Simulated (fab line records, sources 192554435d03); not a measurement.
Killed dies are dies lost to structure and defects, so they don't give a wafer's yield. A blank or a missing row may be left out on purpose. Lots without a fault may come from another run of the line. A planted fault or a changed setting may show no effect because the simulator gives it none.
Chamber matching | flow n5_finfet | N5_BEOL_M0_SAQP_DESCUM_45 on rie_diel-06: 4 sister chambers
The step chemistry O2, time 7 s. 24 wafers are shown with their chamber, then 12 later ones without.

WAFERS WITH THEIR CHAMBER
wafer  | chamber | showerhead_plenum_p_Torr (Torr) | drypump_motor_current_A (A) | throttle_valve_pct (%)
L076.1 | 2       | 2.06                            | 5.6                         | 20.9
L076.4 | 0       | 2.00                            | 6.5                         | 20.1
L076.6 | 0       | 2.00                            | 6.5                         | 20.2
L078.3 | 2       | 2.06                            | 5.7                         | 20.9
L078.4 | 0       | 2.00                            | 6.5                         | 20.2
L078.6 | 2       | 2.06                            | 5.6                         | 20.9
L081.1 | 0       | 2.00                            | 6.5                         | 20.2
L081.2 | 2       | 2.05                            | 5.6                         | 20.9
L081.3 | 3       | 1.92                            | 5.8                         | 20.0
L081.4 | 0       | 2.00                            | 6.5                         | 20.2
L081.5 | 3       | 1.92                            | 5.9                         | 20.0
L081.6 | 2       | 2.05                            | 5.6                         | 20.9
L082.1 | 0       | 2.00                            | 6.6                         | 20.2
L082.2 | 1       | 2.20                            | 6.5                         | 20.2
L082.3 | 2       | 2.05                            | 5.6                         | 20.9
L082.4 | 3       | 1.92                            | 5.9                         | 20.0
L082.5 | 1       | 2.20                            | 6.5                         | 20.1
L082.6 | 2       | 2.05                            | 5.6                         | 20.9
L087.4 | 2       | 2.05                            | 5.6                         | 21.0
L087.5 | 1       | 2.19                            | 6.5                         | 20.2
L087.6 | 0       | 2.00                            | 6.5                         | 20.2
L088.1 | 3       | 1.92                            | 5.9                         | 20.0
L088.2 | 1       | 2.19                            | 6.5                         | 20.2
L088.3 | 0       | 2.00                            | 6.5                         | 20.2

SIGNATURES (means of the wafers above)
reading                  | chamber 0 | chamber 1 | chamber 2 | chamber 3 | scatter within a chamber
showerhead_plenum_p_Torr | 2.0000    | 2.1950    | 2.0537    | 1.9200    | 0.00379
drypump_motor_current_A  | 6.513     | 6.500     | 5.612     | 5.875     | 0.0354
throttle_valve_pct       | 20.188    | 20.175    | 20.912    | 20.000    | 0.0354
Rule: a wafer's distance from a chamber is the root of the sum, over the readings, of the square of ((its reading less the chamber's mean) divided by the reading's scatter). The wafer belongs to the nearest chamber; if the next one is less than 2 further off, it can't be placed. The scatter: the root of (the sum of the squares of (reading less its chamber's mean) over the shown wafers, divided by (wafers less chambers)).

WAFERS WITHOUT THEIR CHAMBER
wafer  | showerhead_plenum_p_Torr (Torr) | drypump_motor_current_A (A) | throttle_valve_pct (%)
L091.3 | 2.19                            | 6.5                         | 20.2
L091.4 | 1.99                            | 6.5                         | 20.2
L091.6 | 1.92                            | 5.9                         | 20.1
L093.1 | 1.92                            | 5.9                         | 20.0
L093.4 | 2.19                            | 6.5                         | 20.2
L093.6 | 2.19                            | 6.5                         | 20.2
L095.3 | 1.99                            | 6.5                         | 20.2
L095.5 | 1.99                            | 6.5                         | 20.2
L095.6 | 2.19                            | 6.5                         | 20.2
L097.2 | 1.99                            | 6.6                         | 20.2
L097.4 | 2.05                            | 5.7                         | 20.6
L097.5 | 1.99                            | 6.5                         | 20.2

WHICH CHAMBER EACH WENT THROUGH
wafer  | from the rows above | in truth
L091.3 | 1                   | 1
L091.4 | 0                   | 0
L091.6 | 3                   | 3
L093.1 | 3                   | 3
L093.4 | 1                   | 1
L093.6 | 1                   | 1
L095.3 | 0                   | 0
L095.5 | 0                   | 0
L095.6 | 1                   | 1
L097.2 | 0                   | 0
L097.4 | 2                   | 2
L097.5 | 0                   | 0
Placed correctly: 12 of 12. Can't be placed from these rows: 0. Placed wrongly: 0.
